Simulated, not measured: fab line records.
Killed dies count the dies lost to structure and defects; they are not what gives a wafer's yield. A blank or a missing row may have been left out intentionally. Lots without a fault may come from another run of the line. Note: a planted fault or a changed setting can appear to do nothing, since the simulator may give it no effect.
fab line records	flow nandHarc
record: lots: 24	wafers: 72	lastDay: 25
route steps=1159 shown A_ONON_D1@433 A_CHANNEL_HOLE_D1@467 A_CHANNEL_FILL_D1@492
lots untouched by any fault: they come from a run of this same line in which no faults occurred
startH: the number of hours between the record's first day and the start of the first shown wafer of the lot	waitH: hours from the lot's prior step to this one	" same as the row above	L1.1+2: a single row standing in for several wafers	- no value present, or no start provided	* or withheld: withheld	< > ~ a bound
route shown NAME@n: a module of which the file shows steps, and the number in the route of the first	usual: mean/standard deviation of fault-free wafers	same: alike in all rows	chamber/n: place in a boat	sites: readings site by site	_std_site: the values' standard deviation	_edge_site: outer sites' mean less inner sites'	radiusMm: for every site, how far away it sits from the centre of the wafer	mask NAME#n: copy n	behind: tool/chamber where the wafer was last shaped	hold: what put the lot on hold/how long, in hours/how the hold closed	device: the n, p or np transistor that did not switch	end of line: tests of these same wafers at the route's end	for a step that has no rows: nothing shown but its recipe	killed: not the wafer's yield, but the dies lost to structure and defects at the first sort	map: a wafer's dies, x killed, . not, _ none there
set.NAME: the setting that was run; set.NAME@STEP: the one run at that earlier step	model.NAME: the simulator's own value behind a step, which no gauge read
steps of the route over a sample of lots; a table a step, a row a wafer
services: the hour from which a tool's chamber was out of use, counted from the record's first day as startH (under 0 if before that day), plus the number of hours and why
== steps ==
step: NHARC_A_ONON_D1_THK_MEAS_14
recipe: thkMeasGauge: ellipsometry
usual: thkNm: 1001/9.3
lot.wafer	tool	chamber	startH	waitH	thkNm
L074.1	filmMetro-01	-	160.08	-	996
L074.2	"	-	"	"	995
L074.6	"	-	"	"	996
L076.1	filmMetro-01	-	165.49	-	1001
L076.2	"	-	"	"	1000
L076.5	"	-	"	"	1002
L075.4	filmMetro-02	-	165.52	-	1002
L075.5	"	-	"	"	1003
L075.6	"	-	"	"	1002
L077.1	filmMetro-02	-	186.13	-	1003
L077.5	"	-	"	"	1003
L077.6	"	-	"	"	1004
L078.2	filmMetro-01	-	186.16	-	978
L078.3	"	-	"	"	979
L078.4	"	-	"	"	980
L079.1	filmMetro-02	-	191.60	-	986
L079.3	"	-	"	"	987
L079.4	"	-	"	"	984
L080.3	filmMetro-01	-	191.62	-	1003
L080.5	"	-	"	"	1005
L080.6	"	-	"	"	1003
L081.2	filmMetro-01	-	202.31	-	1014
L081.4	"	-	"	"	1016
L081.5	"	-	"	"	1015
L084.2	filmMetro-02	-	208.83	-	990
L084.4	"	-	"	"	991
L084.6	"	-	"	"	991
L082.1	filmMetro-02	-	208.84	-	1013
L082.2	"	-	"	"	1014
L082.3	"	-	"	"	1012
L083.1	filmMetro-02	-	213.58	-	1006
L083.4	"	-	"	"	1005
L083.6	"	-	"	"	1004
L088.4	filmMetro-01	-	242.01	-	998
L088.5	"	-	"	"	998
L088.6	"	-	"	"	998
L085.1	filmMetro-02	-	242.04	-	1011
L085.2	"	-	"	"	1010
L085.4	"	-	"	"	1008
L086.1	filmMetro-01	-	250.01	-	994
L086.4	"	-	"	"	996
L086.5	"	-	"	"	996
L089.1	filmMetro-02	-	257.78	-	994
L089.2	"	-	"	"	994
L089.5	"	-	"	"	993
L090.1	filmMetro-02	-	257.92	-	998
L090.2	"	-	"	"	998
L090.4	"	-	"	"	998
L087.1	filmMetro-01	-	258.15	-	1005
L087.2	"	-	"	"	1006
L087.4	"	-	"	"	1004
L091.2	filmMetro-02	-	262.31	-	992
L091.3	"	-	"	"	990
L091.6	"	-	"	"	992
L092.1	filmMetro-01	-	270.31	-	1008
L092.3	"	-	"	"	1009
L092.4	"	-	"	"	1009
L095.3	filmMetro-01	-	275.27	-	1010
L095.5	"	-	"	"	1010
L095.6	"	-	"	"	1009
L093.3	filmMetro-02	-	275.29	-	1020
L093.5	"	-	"	"	1020
L093.6	"	-	"	"	1021
L094.1	filmMetro-01	-	278.92	-	1000
L094.2	"	-	"	"	1002
L094.6	"	-	"	"	997
L096.1	filmMetro-01	-	293.72	-	999
L096.2	"	-	"	"	1000
L096.4	"	-	"	"	1000
L097.1	filmMetro-02	-	304.22	-	1006
L097.2	"	-	"	"	1007
L097.4	"	-	"	"	1008
step: NHARC_A_CHANNEL_HOLE_D1_ETCH_39
recipe: targetDepthA: 2600	overEtchFrac: 0.3	timeS: 325	ionEnergyEv: 200	n2FlowSccm: 150	h2FlowSccm: 150	arFlowSccm: 0	rfW: 400	biasW: 150	chemistry: N2/H2
usual: drypumpMotorCurrentA: 5.7/0.55	oesProductAu: 1.006/0.0087	rfVppV: 431/3.1	showerheadPlenumPTorr: 2.05/0.11	throttleValvePct: 14.171/0.0096
lot.wafer	tool	chamber	startH	waitH	drypumpMotorCurrentA	oesProductAu	rfHoursCounterH	rfVppV	showerheadPlenumPTorr	throttleValvePct
L074.2	rieDiel-12	3	-	-	5.0	0.993	9	428	1.94	14.172
L074.1	"	1	"	"	6.3	1.002	11	435	2.19	14.186
L074.6	"	2	"	"	5.8	0.996	-	435	2.21	14.168
L076.1	rieDiel-12	0	-	-	6.5	0.997	12	435	2.20	14.147
L076.2	"	2	"	"	5.8	1.005	11	435	2.21	14.163
L076.5	"	1	"	"	6.2	0.993	-	435	2.19	14.175
L075.4	rieDiel-01	3	-	-	5.8	1.004	3	429	1.99	14.165
L075.6	"	0	"	"	6.0	1.002	-	427	1.91	14.156
L075.5	"	1	"	"	4.8	1.007	-	433	2.17	14.170
L078.3	rieDiel-01	3	-	-	5.8	1.017	4	430	1.99	14.174
L078.2	"	0	"	"	6.0	0.997	2	427	1.91	14.177
L078.4	"	1	"	"	4.8	1.004	3	435	2.17	14.157
L077.1	rieDiel-07	3	-	-	6.2	0.991	8	428	1.91	14.180
L077.6	"	3	"	"	6.2	0.996	-	428	1.91	14.164
L077.5	"	0	"	"	5.6	1.013	-	431	2.08	14.179
L079.3	rieDiel-01	1	-	-	4.8	1.005	4	434	2.17	14.186
L079.1	"	3	"	"	5.8	1.011	4	429	1.99	14.168
L079.4	"	0	"	"	6.0	1.011	3	426	1.91	14.176
L080.3	rieDiel-07	0	-	-	5.7	1.017	9	433	2.08	14.179
L080.5	"	1	"	"	4.9	1.018	-	431	2.07	14.171
L080.6	"	2	"	"	5.7	0.999	-	432	2.08	14.180
L081.2	rieDiel-12	1	-	-	6.2	1.000	0	435	2.19	14.182
L081.4	"	2	"	"	5.8	1.002	0	435	2.21	14.181
L081.5	"	2	"	"	5.8	0.999	-	436	2.21	14.180
L083.4	rieDiel-07	0	-	-	5.7	1.020	10	431	2.08	14.173
L083.1	"	3	"	"	6.3	1.013	10	428	1.91	14.175
L083.6	"	0	"	"	5.7	1.021	-	431	2.08	14.172
L082.1	rieDiel-01	2	-	-	6.0	1.015	6	429	1.94	14.178
L082.3	"	0	"	"	6.0	1.009	5	426	1.91	14.180
L082.2	"	1	"	"	4.8	1.014	6	433	2.17	14.166
L084.2	rieDiel-12	3	-	-	5.0	0.989	1	429	1.94	14.180
L084.4	"	2	"	"	5.8	0.991	1	435	2.21	14.164
L084.6	"	0	"	"	6.5	1.001	-	435	2.20	14.169
L085.4	rieDiel-07	3	-	-	6.3	0.999	0	428	1.91	14.152
L085.2	"	1	"	"	4.9	1.004	0	431	2.07	14.167
L085.1	"	2	"	"	5.7	1.009	0	431	2.08	14.165
L088.4	rieDiel-01	3	-	-	5.8	1.011	9	428	1.99	14.185
L088.6	"	1	"	"	4.9	1.006	-	432	2.17	14.177
L088.5	"	2	"	"	6.0	1.011	-	428	1.94	14.182
L086.1	rieDiel-07	1	-	-	4.9	1.014	1	432	2.07	14.176
L086.5	"	2	"	"	5.7	1.023	-	433	2.08	14.179
L086.4	"	3	"	"	6.3	1.006	-	426	1.91	14.154
L090.2	rieDiel-07	0	-	-	5.6	0.995	1	431	2.08	14.164
L090.4	"	1	"	"	4.9	1.007	2	432	2.07	14.160
L090.1	"	3	"	"	6.3	0.996	2	426	1.91	14.165
L089.2	rieDiel-12	1	-	-	6.2	1.007	5	435	2.18	14.170
L089.1	"	3	"	"	5.0	0.991	4	427	1.94	14.168
L089.5	"	1	"	"	6.2	1.004	-	435	2.18	14.185
L087.4	rieDiel-12	2	-	-	5.8	0.988	5	436	2.21	14.167
L087.1	"	3	"	"	5.0	1.002	4	429	1.94	14.149
L087.2	"	0	"	"	6.5	1.004	5	435	2.20	14.166
L091.3	rieDiel-01	0	-	-	6.0	0.999	8	427	1.91	14.151
L091.2	"	1	"	"	4.8	1.000	9	434	2.17	14.193
L091.6	"	1	"	"	4.8	1.002	-	433	2.17	14.162
L092.1	rieDiel-12	3	-	-	5.0	0.996	6	428	1.94	14.157
L092.3	"	0	"	"	6.5	1.013	6	434	2.20	14.176
L092.4	"	3	"	"	5.0	0.992	-	428	1.94	14.164
L093.3	rieDiel-07	0	-	-	5.7	1.005	2	432	2.08	14.167
L093.6	"	0	"	"	5.7	1.001	-	431	2.08	14.158
L093.5	"	1	"	"	4.9	1.015	-	430	2.07	14.177
L095.3	rieDiel-01	1	-	-	4.8	1.005	10	434	2.17	14.166
L095.5	"	1	"	"	4.8	1.002	-	433	2.17	14.171
L095.6	"	2	"	"	6.0	1.018	-	429	1.94	14.164
L094.2	rieDiel-07	2	-	-	5.7	1.012	3	432	2.08	14.166
L094.1	"	0	"	"	5.7	0.999	3	431	2.08	14.153
L094.6	"	3	"	"	6.3	1.000	-	426	1.91	14.166
L096.1	rieDiel-01	0	-	-	6.1	1.013	10	427	1.91	14.162
L096.2	"	2	"	"	6.0	1.009	13	428	1.94	14.173
L096.4	"	3	"	"	5.7	1.013	13	428	1.99	14.184
L097.1	rieDiel-07	3	-	-	6.3	0.988	5	427	1.91	14.182
L097.4	"	1	"	"	4.9	1.008	5	431	2.07	14.155
L097.2	"	2	"	"	5.7	1.012	5	432	2.08	14.169
step: NHARC_A_CHANNEL_HOLE_D1_CD_MEAS_18
usual: cdNm: 99.1/2.3
lot.wafer	tool	chamber	startH	waitH	cdNm
L074.1	cdSem-02	-	176.68	-	102.5
L074.2	"	-	"	"	98.0
L074.6	"	-	"	"	96.8
L076.1	cdSem-02	-	181.85	-	98.5
L076.2	"	-	"	"	97.8
L076.5	"	-	"	"	103.2
L075.4	cdSem-01	-	183.43	-	98.2
L075.5	"	-	"	"	95.0
L075.6	"	-	"	"	99.4
L078.2	cdSem-02	-	200.81	-	101.5
L078.3	"	-	"	"	97.1
L078.4	"	-	"	"	95.4
L077.1	cdSem-01	-	200.97	-	97.9
L077.5	"	-	"	"	99.8
L077.6	"	-	"	"	98.3
L079.1	cdSem-02	-	205.37	-	102.0
L079.3	"	-	"	"	96.9
L079.4	"	-	"	"	102.0
L080.3	cdSem-02	-	205.52	-	99.8
L080.5	"	-	"	"	99.3
L080.6	"	-	"	"	96.4
L081.2	cdSem-02	-	216.25	-	101.6
L081.4	"	-	"	"	102.3
L081.5	"	-	"	"	99.9
L083.1	cdSem-02	-	227.63	-	101.2
L083.4	"	-	"	"	99.7
L083.6	"	-	"	"	101.1
L082.1	cdSem-01	-	229.36	-	99.5
L082.2	"	-	"	"	99.4
L082.3	"	-	"	"	100.8
L084.2	cdSem-02	-	229.58	-	103.2
L084.4	"	-	"	"	100.7
L084.6	"	-	"	"	98.1
L085.1	cdSem-03	-	257.37	-	100.1
L085.2	"	-	"	"	99.4
L085.4	"	-	"	"	100.8
L088.4	cdSem-03	-	257.83	-	97.3
L088.5	"	-	"	"	96.5
L088.6	"	-	"	"	96.3
L086.1	cdSem-03	-	265.50	-	99.9
L086.4	"	-	"	"	98.0
L086.5	"	-	"	"	101.4
L090.1	cdSem-02	-	272.02	-	97.4
L090.2	"	-	"	"	97.1
L090.4	"	-	"	"	97.9
L089.1	cdSem-01	-	272.52	-	99.1
L089.2	"	-	"	"	98.3
L089.5	"	-	"	"	98.6
L087.1	cdSem-02	-	272.97	-	101.9
L087.2	"	-	"	"	98.7
L087.4	"	-	"	"	100.8
L091.2	cdSem-02	-	276.81	-	95.4
L091.3	"	-	"	"	105.8
L091.6	"	-	"	"	96.3
L092.1	cdSem-01	-	287.43	-	101.2
L092.3	"	-	"	"	98.4
L092.4	"	-	"	"	105.0
L093.3	cdSem-01	-	288.46	-	98.1
L093.5	"	-	"	"	100.1
L093.6	"	-	"	"	94.6
L095.3	cdSem-02	-	288.75	-	97.0
L095.5	"	-	"	"	95.7
L095.6	"	-	"	"	97.1
L094.1	cdSem-01	-	293.78	-	95.9
L094.2	"	-	"	"	98.2
L094.6	"	-	"	"	97.3
L096.1	cdSem-02	-	311.38	-	104.4
L096.2	"	-	"	"	99.4
L096.4	"	-	"	"	97.2
L097.1	cdSem-03	-	318.78	-	97.9
L097.2	"	-	"	"	99.7
L097.4	"	-	"	"	95.2
step: NHARC_A_CHANNEL_HOLE_D1_ETCH_21
recipe: biasV: 3000	sourceW: withheld	pressureMtorr: 20	timeS: 514.3	arFlowSccm: 375	c4f8FlowSccm: 89.3	o2FlowSccm: 35.7	tempC: -20	targetDepthA: 16000	chemistry: C4F8/O2/Ar
usual: drypumpMotorCurrentA: 5.82/0.2	showerheadPlenumPTorr: 3.69/0.15	throttleValvePct: 32.155/0.0097
lot.wafer	tool	chamber	startH	waitH	drypumpMotorCurrentA	rfHoursCounterH	showerheadPlenumPTorr	throttleValvePct
L074.1	harEtch-02	0	177.19	0.3	5.62	96	3.88	32.152
L074.2	"	1	"	"	5.78	96	3.53	32.145
L074.6	"	1	"	"	5.78	-	3.53	32.155
L076.2	harEtch-01	0	182.36	0.3	6.17	195	3.59	32.158
L076.1	"	1	"	"	5.75	195	3.82	32.163
L076.5	"	0	"	"	6.21	-	3.59	32.179
L075.4	harEtch-02	0	184.14	0.3	5.63	-	3.88	32.165
L075.6	"	1	"	"	5.78	-	3.53	32.147
L075.5	"	0	"	"	5.62	-	3.88	32.147
L078.2	harEtch-02	1	201.30	0.3	5.76	105	3.52	32.152
L078.4	"	1	"	"	5.77	-	3.52	32.154
L078.3	"	0	"	"	5.63	-	3.87	32.155
L077.1	harEtch-01	1	201.47	0.3	5.72	202	3.82	32.149
L077.6	"	1	"	"	5.71	-	3.82	32.155
L077.5	"	0	"	"	6.16	-	3.59	32.159
L079.1	harEtch-02	1	205.86	0.3	5.80	109	3.52	32.167
L079.4	"	1	"	"	5.78	-	3.52	32.156
L079.3	"	0	"	"	5.63	-	3.87	32.163
L080.3	harEtch-01	1	206.17	0.3	5.71	-	3.82	32.135
L080.5	"	1	"	"	5.72	-	3.82	32.158
L080.6	"	0	"	"	6.17	-	3.59	32.154
L081.2	harEtch-01	1	216.75	0.3	5.71	210	3.81	32.160
L081.4	"	0	"	"	6.13	-	3.59	32.149
L081.5	"	0	"	"	6.15	-	3.59	32.168
L083.1	harEtch-02	0	228.20	0.3	5.62	116	3.87	32.161
L083.4	"	1	"	"	5.78	-	3.52	32.146
L083.6	"	1	"	"	5.78	-	3.52	32.143
L082.1	harEtch-01	1	229.85	0.3	5.73	215	3.81	32.162
L082.2	"	0	"	"	6.17	215	3.58	32.150
L082.3	"	1	"	"	5.75	-	3.81	32.170
L084.2	harEtch-02	0	232.28	0.3	5.62	120	3.87	32.153
L084.4	"	0	"	"	5.63	-	3.86	32.164
L084.6	"	0	"	"	5.62	-	3.86	32.151
L085.2	harEtch-02	0	257.87	0.3	5.62	130	3.86	32.157
L085.1	"	1	"	"	5.77	130	3.51	32.150
L085.4	"	1	"	"	5.81	-	3.51	32.154
L088.4	harEtch-01	1	258.48	0.3	5.72	-	3.80	32.150
L088.6	"	1	"	"	5.74	-	3.80	32.165
L088.5	"	0	"	"	6.16	-	3.58	32.132
L086.1	harEtch-02	0	266.01	0.3	5.65	134	3.86	32.138
L086.4	"	0	"	"	5.64	-	3.86	32.162
L086.5	"	0	"	"	5.62	-	3.86	32.154
L090.1	harEtch-01	1	272.52	0.3	5.69	232	3.80	32.148
L090.2	"	0	"	"	6.18	232	3.57	32.166
L090.4	"	0	"	"	6.21	-	3.57	32.152
L089.2	harEtch-02	0	273.04	0.3	5.63	138	3.85	32.156
L089.1	"	1	"	"	5.78	138	3.51	32.156
L089.5	"	1	"	"	5.81	-	3.51	32.141
L087.1	harEtch-01	0	276.67	0.3	6.19	236	3.57	32.161
L087.2	"	1	"	"	5.74	236	3.80	32.165
L087.4	"	1	"	"	5.74	-	3.80	32.142
L091.2	harEtch-02	1	280.55	0.3	5.79	145	3.50	32.155
L091.3	"	0	"	"	5.61	-	3.85	32.156
L091.6	"	0	"	"	5.63	-	3.85	32.161
L092.1	harEtch-02	1	287.93	0.3	5.81	149	3.50	32.132
L092.4	"	1	"	"	5.80	-	3.50	32.140
L092.3	"	0	"	"	5.60	-	3.85	32.145
L093.3	harEtch-01	1	289.20	0.3	5.73	-	3.80	32.163
L093.5	"	0	"	"	6.20	-	3.57	32.157
L093.6	"	1	"	"	5.73	-	3.80	32.160
L095.3	harEtch-02	1	292.24	0.3	5.80	-	3.50	32.151
L095.6	"	1	"	"	5.82	-	3.50	32.174
L095.5	"	0	"	"	5.63	-	3.85	32.155
L094.2	harEtch-01	0	294.28	0.3	6.17	245	3.57	32.150
L094.1	"	1	"	"	5.72	245	3.79	32.168
L094.6	"	0	"	"	6.14	-	3.57	32.144
L096.1	harEtch-02	0	313.04	0.3	5.62	161	3.84	32.169
L096.2	"	1	"	"	5.78	161	3.49	32.172
L096.4	"	0	"	"	5.61	-	3.84	32.143
L097.1	harEtch-01	0	322.43	0.3	6.17	0	3.56	32.154
L097.2	"	1	"	"	5.71	0	3.79	32.162
L097.4	"	0	"	"	6.20	-	3.56	32.144
step: NHARC_A_CHANNEL_HOLE_D1_ETCH_24
recipe: biasV: 5000	sourceW: withheld	pressureMtorr: 20	timeS: 906.2	arFlowSccm: 375	c4f8FlowSccm: 93.8	o2FlowSccm: 31.2	tempC: -20	targetDepthA: 15000	chemistry: C4F8/O2/Ar
usual: drypumpMotorCurrentA: 5.82/0.2	showerheadPlenumPTorr: 3.68/0.15	throttleValvePct: 32.235/0.0096
lot.wafer	tool	chamber	startH	waitH	drypumpMotorCurrentA	rfHoursCounterH	showerheadPlenumPTorr	throttleValvePct
L074.1	harEtch-02	0	178.90	0.6	5.62	98	3.87	32.235
L074.2	"	1	"	"	5.80	98	3.52	32.221
L074.6	"	1	"	"	5.78	-	3.52	32.243
L076.2	harEtch-01	0	184.08	0.6	6.16	197	3.59	32.223
L076.1	"	1	"	"	5.74	197	3.82	32.231
L076.5	"	0	"	"	6.14	-	3.59	32.226
L075.4	harEtch-02	0	186.00	0.6	5.63	-	3.87	32.239
L075.6	"	1	"	"	5.77	-	3.52	32.229
L075.5	"	0	"	"	5.64	-	3.87	32.226
L078.2	harEtch-02	1	203.01	0.6	5.76	107	3.52	32.243
L078.4	"	1	"	"	5.79	-	3.52	32.238
L078.3	"	0	"	"	5.61	-	3.87	32.231
L077.1	harEtch-01	1	203.18	0.6	5.69	204	3.81	32.225
L077.6	"	1	"	"	5.71	-	3.81	32.228
L077.5	"	0	"	"	6.15	-	3.58	32.238
L079.1	harEtch-02	1	207.56	0.6	5.77	111	3.52	32.248
L079.4	"	1	"	"	5.77	-	3.52	32.254
L079.3	"	0	"	"	5.61	-	3.86	32.240
L080.3	harEtch-01	1	207.99	0.6	5.71	-	3.81	32.244
L080.5	"	1	"	"	5.72	-	3.81	32.244
L080.6	"	0	"	"	6.20	-	3.58	32.250
L081.2	harEtch-01	1	218.45	0.6	5.73	212	3.81	32.233
L081.4	"	0	"	"	6.17	-	3.58	32.242
L081.5	"	0	"	"	6.16	-	3.58	32.249
L083.1	harEtch-02	0	229.97	0.6	5.63	118	3.86	32.232
L083.4	"	1	"	"	5.77	-	3.51	32.222
L083.6	"	1	"	"	5.79	-	3.51	32.253
L082.1	harEtch-01	1	231.55	0.6	5.74	217	3.81	32.251
L082.2	"	0	"	"	6.19	217	3.58	32.239
L082.3	"	1	"	"	5.72	-	3.81	32.239
L084.2	harEtch-02	0	233.99	0.6	5.64	122	3.86	32.218
L084.4	"	0	"	"	5.62	-	3.86	32.238
L084.6	"	0	"	"	5.63	-	3.86	32.228
L085.2	harEtch-02	0	259.59	0.6	5.64	132	3.85	32.245
L085.1	"	1	"	"	5.80	132	3.50	32.231
L085.4	"	1	"	"	5.78	-	3.50	32.224
L088.4	harEtch-01	1	260.30	0.6	5.74	-	3.80	32.235
L088.6	"	1	"	"	5.76	-	3.80	32.252
L088.5	"	0	"	"	6.18	-	3.57	32.230
L086.1	harEtch-02	0	267.70	0.6	5.63	136	3.85	32.246
L086.4	"	0	"	"	5.63	-	3.85	32.228
L086.5	"	0	"	"	5.62	-	3.85	32.243
L090.1	harEtch-01	1	274.22	0.6	5.70	234	3.80	32.242
L090.2	"	0	"	"	6.18	234	3.57	32.230
L090.4	"	0	"	"	6.14	-	3.57	32.233
L089.2	harEtch-02	0	274.73	0.6	5.64	140	3.85	32.228
L089.1	"	1	"	"	5.81	140	3.50	32.226
L089.5	"	1	"	"	5.80	-	3.50	32.222
L087.1	harEtch-01	0	278.36	0.6	6.15	238	3.57	32.237
L087.2	"	1	"	"	5.70	238	3.79	32.224
L087.4	"	1	"	"	5.71	-	3.79	32.230
L091.2	harEtch-02	1	282.25	0.6	5.77	146	3.50	32.242
L091.3	"	0	"	"	5.63	-	3.84	32.234
L091.6	"	0	"	"	5.63	-	3.84	32.224
L092.1	harEtch-02	1	289.63	0.6	5.80	150	3.49	32.236
L092.4	"	1	"	"	5.79	-	3.49	32.220
L092.3	"	0	"	"	5.62	-	3.84	32.245
L093.3	harEtch-01	1	291.07	0.6	5.71	-	3.79	32.258
L093.5	"	0	"	"	6.16	-	3.56	32.249
L093.6	"	1	"	"	5.75	-	3.79	32.216
L095.3	harEtch-02	1	294.07	0.6	5.78	-	3.49	32.235
L095.6	"	1	"	"	5.76	-	3.49	32.246
L095.5	"	0	"	"	5.62	-	3.84	32.238
L094.2	harEtch-01	0	295.98	0.6	6.17	247	3.56	32.235
L094.1	"	1	"	"	5.73	247	3.79	32.241
L094.6	"	0	"	"	6.16	-	3.56	32.236
L096.1	harEtch-02	0	314.75	0.6	5.64	163	3.84	32.238
L096.2	"	1	"	"	5.78	163	3.49	32.235
L096.4	"	0	"	"	5.63	-	3.84	32.214
L097.1	harEtch-01	0	324.16	0.6	6.19	2	3.56	32.225
L097.2	"	1	"	"	5.73	2	3.79	32.242
L097.4	"	0	"	"	6.18	-	3.56	32.226
step: NHARC_A_CHANNEL_FILL_D1_ALD_02
recipe: targetThkA: 60	pulseTimeS: 10	aldCycles: 60	tempC: 300	material: SiO2
usual: heaterPowerW: 489/41	precursorPulseHeightRel: 0.997/0.019
same: aldCycles: 60
lot.wafer	tool	chamber	startH	waitH	heaterPowerW	precursorPulseHeightRel
L074.2	aldHk-01	0	184.00	-	442	1.024
L074.1	"	1	"	"	513	0.976
L074.6	"	1	"	"	510	1.000
L076.1	aldHk-01	1	187.91	-	497	1.015
L076.2	"	2	"	"	507	1.025
L076.5	"	0	"	"	447	0.984
L075.4	aldHk-02	0	189.62	-	525	0.999
L075.6	"	3	"	"	445	0.997
L075.5	"	0	"	"	529	0.984
L078.4	aldHk-02	1	206.83	-	489	0.969
L078.3	"	2	"	"	497	1.023
L078.2	"	3	"	"	442	0.981
L077.1	aldHk-01	0	207.09	-	439	1.009
L077.6	"	2	"	"	522	1.008
L077.5	"	3	"	"	478	1.008
L079.4	aldHk-02	3	211.41	-	450	0.988
L079.1	"	0	"	"	543	0.983
L079.3	"	1	"	"	476	0.978
L080.3	aldHk-02	1	211.77	-	475	0.996
L080.5	"	1	"	"	488	1.003
L080.6	"	2	"	"	501	0.965
L081.4	aldHk-02	3	222.22	-	440	1.023
L081.2	"	0	"	"	531	0.999
L081.5	"	3	"	"	441	0.959
L083.1	aldHk-02	2	233.59	-	486	1.020
L083.4	"	3	"	"	454	0.981
L083.6	"	3	"	"	448	0.990
L082.2	aldHk-02	0	235.32	-	547	1.010
L082.3	"	1	"	"	493	0.991
L082.1	"	2	"	"	509	1.001
L084.4	aldHk-04	0	237.76	-	602	1.001
L084.2	"	3	"	"	474	1.025
L084.6	"	0	"	"	597	1.010
L085.1	aldHk-04	0	263.36	-	598	0.999
L085.4	"	2	"	"	434	0.983
L085.2	"	3	"	"	468	1.040
L088.4	aldHk-02	2	264.53	-	502	0.988
L088.5	"	2	"	"	512	0.994
L088.6	"	3	"	"	445	0.991
L086.1	aldHk-01	3	271.57	-	458	0.951
L086.4	"	1	"	"	501	0.992
L086.5	"	3	"	"	459	0.975
L090.4	aldHk-02	2	277.97	-	507	1.009
L090.1	"	0	"	"	541	1.008
L090.2	"	1	"	"	483	1.012
L089.2	aldHk-01	0	279.12	-	442	0.970
L089.1	"	1	"	"	496	0.982
L089.5	"	0	"	"	442	1.028
L087.2	aldHk-01	3	282.14	-	467	0.988
L087.4	"	0	"	"	439	1.010
L087.1	"	2	"	"	526	0.967
L091.2	aldHk-01	2	286.09	-	529	0.993
L091.3	"	3	"	"	463	1.015
L091.6	"	2	"	"	529	0.985
L092.4	aldHk-01	2	293.56	-	528	1.005
L092.1	"	3	"	"	469	1.018
L092.3	"	1	"	"	506	0.999
L093.3	aldHk-01	3	295.09	-	472	0.984
L093.6	"	1	"	"	485	0.992
L093.5	"	2	"	"	544	0.996
L095.3	aldHk-01	1	297.81	-	501	0.940
L095.6	"	2	"	"	539	1.004
L095.5	"	3	"	"	466	0.998
L094.2	aldHk-01	0	299.84	-	446	1.042
L094.1	"	2	"	"	540	1.008
L094.6	"	3	"	"	476	0.975
L096.4	aldHk-01	3	319.27	-	456	1.022
L096.2	"	0	"	"	441	0.982
L096.1	"	1	"	"	487	1.008
L097.2	aldHk-02	3	327.97	-	445	1.001
L097.4	"	1	"	"	502	0.992
L097.1	"	2	"	"	501	0.981
== services ==
tool	chamber	startH	hours	kind
rieDiel-12	3	154.76	3.9	repair
rieDiel-07	1	161.81	8.7	repair
rieDiel-01	0	165.12	5.2	repair
rieDiel-12	1	187.26	6.5	repair
aldHk-04	-	189.57	10.0	pm
rieDiel-12	-	202.40	9.0	pm
aldHk-01	-	228.00	10.0	pm
rieDiel-07	-	228.20	9.0	pm
aldHk-04	-	231.84	2.0	repair
rieDiel-12	3	250.03	4.5	repair
rieDiel-07	0	263.66	4.8	repair
rieDiel-07	2	272.84	4.3	repair
rieDiel-07	-	274.64	0.1	repair
aldHk-02	-	281.52	10.0	pm
rieDiel-12	2	285.72	19.9	repair
rieDiel-12	1	297.30	14.9	repair
harEtch-02	-	302.23	5.8	repair
harEtch-01	-	305.00	17.0	pm
harEtch-01	0	305.00	17.0	ventCycle
harEtch-01	1	305.00	17.0	ventCycle
rieDiel-01	-	314.85	9.0	pm
harEtch-01	0	322.00	-	clean
rieDiel-12	-	322.54	0.5	repair
rieDiel-12	1	325.28	4.4	repair
== key ==
fault none
